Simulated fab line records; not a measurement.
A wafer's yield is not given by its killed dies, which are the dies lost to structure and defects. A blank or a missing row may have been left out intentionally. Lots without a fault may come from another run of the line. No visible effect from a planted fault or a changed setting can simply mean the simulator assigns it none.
Which tool did it? -- flow n5 finfet -- 10 lots, 30 wafers sampled, at 5 steps of a route of 1938

WHAT THE GAUGES SHOWED, per wafer
N5_SD_EPI_P_CD_MEAS_09 targets a cd of 240 nm.
lot,measured,on,cd nm (nm)
L145,day 3 04:41,cd sem-03,240.0 240.3 240.4
L150,day 4 11:39,cd sem-01,239.5 239.5 238.8
L156,day 6 00:11,cd sem-03,239.7 240.8 239.8
L157,day 6 08:53,cd sem-01,240.1 240.9 240.3
L158,day 6 15:22,cd sem-02,238.8 239.6 238.8
L160,day 7 00:36,cd sem-01,239.3 240.9 240.0
L161,day 7 04:37,cd sem-03,240.6 239.3 239.9
L163,day 7 16:13,cd sem-02,239.4 240.1 238.5
L166,day 8 10:53,cd sem-02,240.8 239.9 239.7
L167,day 8 17:04,cd sem-01,238.7 239.0 239.7

N5_SD_EPI_P_EPI_MEAS_23.
lot,measured,on,thk nm (nm)
L145,day 3 09:10,film metro-01,60.3 62.7 61.1
L150,day 4 15:19,film metro-02,61.1 60.4 62.3
L156,day 6 03:49,film metro-02,66.3 65.2 67.1
L157,day 6 13:00,film metro-02,65.9 68.3 66.4
L158,day 6 19:05,film metro-02,60.8 60.5 60.7
L160,day 7 04:16,film metro-01,61.4 63.5 62.0
L161,day 7 08:16,film metro-01,61.5 63.1 63.0
L163,day 7 19:53,film metro-02,61.3 60.6 61.0
L166,day 8 14:41,film metro-01,61.8 60.0 61.0
L167,day 8 20:59,film metro-02,62.3 62.7 61.5

WHICH TOOL RAN EACH LOT (tool, then ch and the chambers of the sampled wafers, then the start)
lot,N5_SD_EPI_P_ETCH_36,N5_SD_EPI_P_ETCHBACK_46,N5_SD_EPI_P_EPI_21
L145,"rie diel-01 ch 0,1,2, day 3 04:49","rie diel-01 ch 0,1,2, day 3 05:12","epi rpcvd-03 ch 0, day 3 06:44"
L150,"rie diel-04 ch 1,3, day 4 11:47","rie diel-04 ch 1,3, day 4 12:10","epi rpcvd-03 ch 0, day 4 13:07"
L156,"rie diel-01 ch 0,1,2, day 6 00:19","rie diel-01 ch 0,1,2, day 6 00:41","epi rpcvd-03 ch 0, day 6 01:37"
L157,"rie diel-05 ch 2,3, day 6 09:12","rie diel-05 ch 2,3, day 6 09:47","epi rpcvd-03 ch 0, day 6 11:31"
L158,"rie diel-01 ch 1,2,3, day 6 15:34","rie diel-01 ch 1,2,3, day 6 15:57","epi rpcvd-04 ch 0, day 6 17:37"
L160,"rie diel-04 ch 1,2, day 7 00:46","rie diel-04 ch 1,2, day 7 01:08","epi rpcvd-02 ch 0, day 7 02:05"
L161,"rie diel-05 ch 1,2,3, day 7 04:44","rie diel-05 ch 1,2,3, day 7 05:07","epi rpcvd-04 ch 0, day 7 06:47"
L163,"rie diel-04 ch 0,2,3, day 7 16:23","rie diel-04 ch 0,2,3, day 7 16:46","epi rpcvd-04 ch 0, day 7 17:42"
L166,"rie diel-01 ch 2,3, day 8 11:11","rie diel-01 ch 2,3, day 8 11:34","epi rpcvd-04 ch 0, day 8 12:29"
L167,"rie diel-05 ch 0,1, day 8 17:28","rie diel-05 ch 0,1, day 8 17:51","epi rpcvd-04 ch 0, day 8 19:09"
- N5_SD_EPI_P_ETCH_36: etches SiARC in CF4, target depth 45.5 nm, time 75.8 s.
- N5_SD_EPI_P_ETCHBACK_46: etches SiNx in CH3F/O2, stops on SiO2, target depth 17.5 nm.
- N5_SD_EPI_P_EPI_21: deposits SiGe:B, time 355 s.

AS READ BY THE TOOLS THEMSELVES (means over the sampled wafers that have a number; for cases with no such wafer, the mark the record gives instead)
N5_SD_EPI_P_ETCH_36.
lot,tool,drypump motor current A (A),etch rf on time s (s),oes product au (a.u.),rf fwd power W (W),rf vpp V (V),showerhead plenum p Torr (Torr),throttle valve pct (%)
L145,rie diel-01,5.8,75.5,0.72,540.0,183.7,2.14,15.45
L150,rie diel-04,5.7,75.4,0.66,539.7,183.3,2.11,15.67
L156,rie diel-01,5.9,76.5,0.68,540.6,184.3,2.13,15.50
L157,rie diel-05,5.9,73.6,0.65,540.8,185.0,2.19,15.70
L158,rie diel-01,5.8,76.7,0.70,539.5,183.7,2.12,15.49
L160,rie diel-04,5.7,74.5,0.81,538.7,185.4,2.28,15.36
L161,rie diel-05,5.8,75.1,0.67,540.8,184.2,2.15,15.71
L163,rie diel-04,5.5,75.3,0.68,540.6,183.7,2.15,15.52
L166,rie diel-01,5.7,76.6,0.67,538.4,183.9,2.13,15.59
L167,rie diel-05,6.0,77.5,0.75,539.6,184.6,2.16,15.54

N5_SD_EPI_P_ETCHBACK_46.
lot,tool,CH3F_flow_sccm (sccm),drypump motor current A (A),oes product au (a.u.),rf fwd power W (W),rf vpp V (V),showerhead plenum p Torr (Torr),throttle valve pct (%)
L145,rie diel-01,30.02,5.8,0.72,393.0,294,2.00,16.21
L150,rie diel-04,30.02,5.7,0.66,392.8,295,1.97,16.39
L156,rie diel-01,29.94,5.8,0.69,392.1,293,1.99,16.25
L157,rie diel-05,30.04,5.9,0.64,395.5,295,2.04,16.36
L158,rie diel-01,30.07,5.8,0.71,392.2,292,1.98,16.24
L160,rie diel-04,30.00,5.7,0.80,393.4,302,2.13,16.06
L161,rie diel-05,30.07,5.9,0.66,394.1,297,2.00,16.42
L163,rie diel-04,30.11,5.5,0.68,393.3,296,2.01,16.26
L166,rie diel-01,29.90,5.7,0.67,394.0,295,2.00,16.37
L167,rie diel-05,30.17,6.0,0.76,393.2,300,2.01,16.28

N5_SD_EPI_P_EPI_21.
lot,tool,susceptor temp C (C),susceptor_temp_C_max
L145,epi rpcvd-03,550.00,551.16
L150,epi rpcvd-03,550.11,551.12
L156,epi rpcvd-03,552.74,553.73
L157,epi rpcvd-03,553.22,554.37
L158,epi rpcvd-04,550.14,550.99
L160,epi rpcvd-02,550.16,551.62
L161,epi rpcvd-04,550.03,550.94
L163,epi rpcvd-04,550.09,550.99
L166,epi rpcvd-04,550.18,551.12
L167,epi rpcvd-04,549.79,550.57

THE ANSWER, worked out from the rows above alone
Rule: the lots themselves supply what counts as usual. The widest of any qualifying gaps counts: lots, ordered by their means at a reading, are off when they make up no more than a third of the lots, leave a main group of 4 or more, and stand apart from it by 3 or more times the standard deviation of that group's means. A main group is skipped when, at the precision printed for the reading in the tables above, its means are all equal. A lot without any number at a reading at which 4 lots or more have one is off too. Where the step has rows for the other lots, those lots are counted as sound. The gauges are gone through in route order, then the tools' own readings, and for those a lot's mean is taken as printed above. At the first step where some lot is off, the reading lying furthest off is the one used; lots without a number count as furthest.
Off: L156, L157, at N5_SD_EPI_P_EPI_MEAS_23 (thk nm). The main group: mean 61.5 nm, standard deviation 0.66.
If a tool, at a process step before that reading, ran all the lots that are off and no sound lot after the first of them, it fits. The gauges at N5_SD_EPI_P_EPI_MEAS_23 aren't tried: what is off there is off at N5_SD_EPI_P_EPI_21 too, on other tools, and a gauge's error can't cause that. One fits: epi rpcvd-03 at N5_SD_EPI_P_EPI_21. A fault onset in the window from L150 (day 4 13:07, its last sound lot) to L156 (day 6 01:37, its first lot off) fits.
The tool's own readings at N5_SD_EPI_P_EPI_21 bear it out: on the lots that are off they differ by more than 5 times the standard deviation of the sound lots' means. susceptor temp C reads 552.98 C there against 550.06 C on the sound lots; susceptor_temp_C_max reads 554.05 there against 551.06 on the sound lots.

WHAT HAD BEEN PUT IN BY THE SIMULATOR
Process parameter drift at N5_SD_EPI_P_EPI_21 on epi rpcvd-03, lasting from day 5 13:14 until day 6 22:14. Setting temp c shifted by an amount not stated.
Lots struck among those shown: L156, L157. Same finding as the rule above.
